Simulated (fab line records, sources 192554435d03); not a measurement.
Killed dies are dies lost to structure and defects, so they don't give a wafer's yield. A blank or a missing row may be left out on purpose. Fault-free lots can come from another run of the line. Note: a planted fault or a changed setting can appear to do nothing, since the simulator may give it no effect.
Which of the tools did it? || flow n5 finfet || 11 lots (32 wafers sampled), 1 step of a 1938-step route

## WHAT THE GAUGES READ, wafer by wafer
N5_BEOL_M12_INSPECT_30: inspects for defects (macro).
{"lot": "L233", "measured": "day 10 17:30", "on": "defect inspect-01", "raw defect count": "3 2 3"}
{"lot": "L234", "measured": "day 11 11:04", "on": "defect inspect-02", "raw defect count": "4 4 3"}
{"lot": "L237", "measured": "day 12 06:12", "on": "defect inspect-01", "raw defect count": "3 2 1"}
{"lot": "L238", "measured": "day 12 18:10", "on": "defect inspect-02", "raw defect count": "0 2 3"}
{"lot": "L240", "measured": "day 13 02:07", "on": "defect inspect-01", "raw defect count": "3 4 4"}
{"lot": "L243", "measured": "day 13 02:31", "on": "defect inspect-01", "raw defect count": "3 0 1"}
{"lot": "L241", "measured": "day 13 09:52", "on": "defect inspect-01", "raw defect count": "1 1 1"}
{"lot": "L242", "measured": "day 13 10:52", "on": "defect inspect-01", "raw defect count": "2 1 1"}
{"lot": "L246", "measured": "day 14 08:22", "on": "defect inspect-01", "raw defect count": "0 4"}
{"lot": "L253", "measured": "day 16 02:22", "on": "defect inspect-02", "raw defect count": "1 0 3"}
{"lot": "L252", "measured": "day 16 03:12", "on": "defect inspect-02", "raw defect count": "3 0 2"}

## WHAT TOOL EACH LOT RAN ON (gives the tool, then ch and the chambers of the sampled wafers, and finally the start)
Before these readings, the record contains no process step.

## THE ANSWER, worked out from the rows above alone
Rule: what is usual is taken from the lots themselves. The widest of any qualifying gaps counts: lots, ordered by their means at a reading, are off when they make up no more than a third of the lots, leave a main group of 4 or more, and stand apart from it by 3 or more times the standard deviation of that group's means. Not used: any main group whose means are identical at the precision the tables above print for the reading. Also off: a lot with no number at a reading for which 4 or more lots have one. All remaining lots with rows at the step are treated as sound.
None of the lots is off at any reading shown; this tells nothing.

## WHAT THE SIMULATOR HAD INSERTED
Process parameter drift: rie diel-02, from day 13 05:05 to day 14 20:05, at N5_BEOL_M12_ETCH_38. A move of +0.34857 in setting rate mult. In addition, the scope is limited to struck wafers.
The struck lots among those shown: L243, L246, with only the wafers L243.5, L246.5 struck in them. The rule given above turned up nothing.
